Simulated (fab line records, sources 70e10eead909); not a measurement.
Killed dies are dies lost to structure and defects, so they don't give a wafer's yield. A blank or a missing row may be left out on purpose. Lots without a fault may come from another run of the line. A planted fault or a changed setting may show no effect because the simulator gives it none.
A struck lot beside a sound one | flow nand_harc | 13 steps out of a route of 1302
Sound: wafers L338.3, L338.4, L338.6. Struck: wafers L347.4, L347.5, L347.6. The cause comes at the end.
At each step with rows: each side's tool, then ch and its chambers, then its first start. Under that, the readings that differ: sound wafers | struck wafers | difference of the means | sigmas: that difference in standard deviations of wafers without a fault.
alike: readings whose means differ by less than 2 such deviations, and words and numbers that are the same on both sides. not compared: withheld readings, readings that some wafer has no value for, bounds like >300 that may hide the same value, and numbers for which the record gives no deviation and whose values overlap.
The two part at a step that has a row with sigmas, a row that says differs or no value, or rows on one side only. Numbers that don't overlap but have no deviation are shown without sigmas and don't part them. A reading that every wafer of one side lacks parts them only if that side has two wafers or more.

NHARC_A_BLC_CMP_25: polishes, t overpolish 30 s, target thk 150 nm.
  sound on cmp-03 ch 0,1,3, day 23 05:24; struck on cmp-04 ch 1,2, day 26 21:13
  alike: motor_current_A, overpolish_run_s, time_to_endpoint_s
then, 1 step without rows for these wafers: NHARC_A_BLC_SRD_27.
NHARC_A_BLC_INSPECT_28:
  sound on defect_inspect-02, day 23 05:48; struck on defect_inspect-02, day 26 21:35
  alike: raw_defect_count
then, 8 steps without rows for these wafers: NHARC_A_M0_DEP_00 (deposits SiOC, target thk 150 nm); NHARC_A_M0_DEHYDRATE_01 (time 120 s); NHARC_A_M0_HMDS_02 (time 30 s); NHARC_A_M0_COAT_33 (time 65 s); NHARC_A_M0_COAT_03 (resist thk 90 nm); NHARC_A_M0_SOFTBAKE_04 (time 55 s); NHARC_A_M0_EBR_05; NHARC_A_M0_EXPOSE_06 (exposes mask A M0, target cd 80 nm).
NHARC_A_M0_PEB_07: peb time 65 s.
  sound on litho_track-04 ch 0, day 23 06:38; struck on litho_track-06, day 26 22:26
  no value came back on the struck wafers for chill_plate_temp_C (C), exhaust_pa (Pa); on the sound wafers chill_plate_temp_C (C) reads 23.08 23.02 22.84
then, 1 step without rows for these wafers: NHARC_A_M0_DEVELOP_08 (develop time 35 s).

WHERE THEY PART
Only at NHARC_A_M0_PEB_07, within this record.

WHY: what the simulator had put in
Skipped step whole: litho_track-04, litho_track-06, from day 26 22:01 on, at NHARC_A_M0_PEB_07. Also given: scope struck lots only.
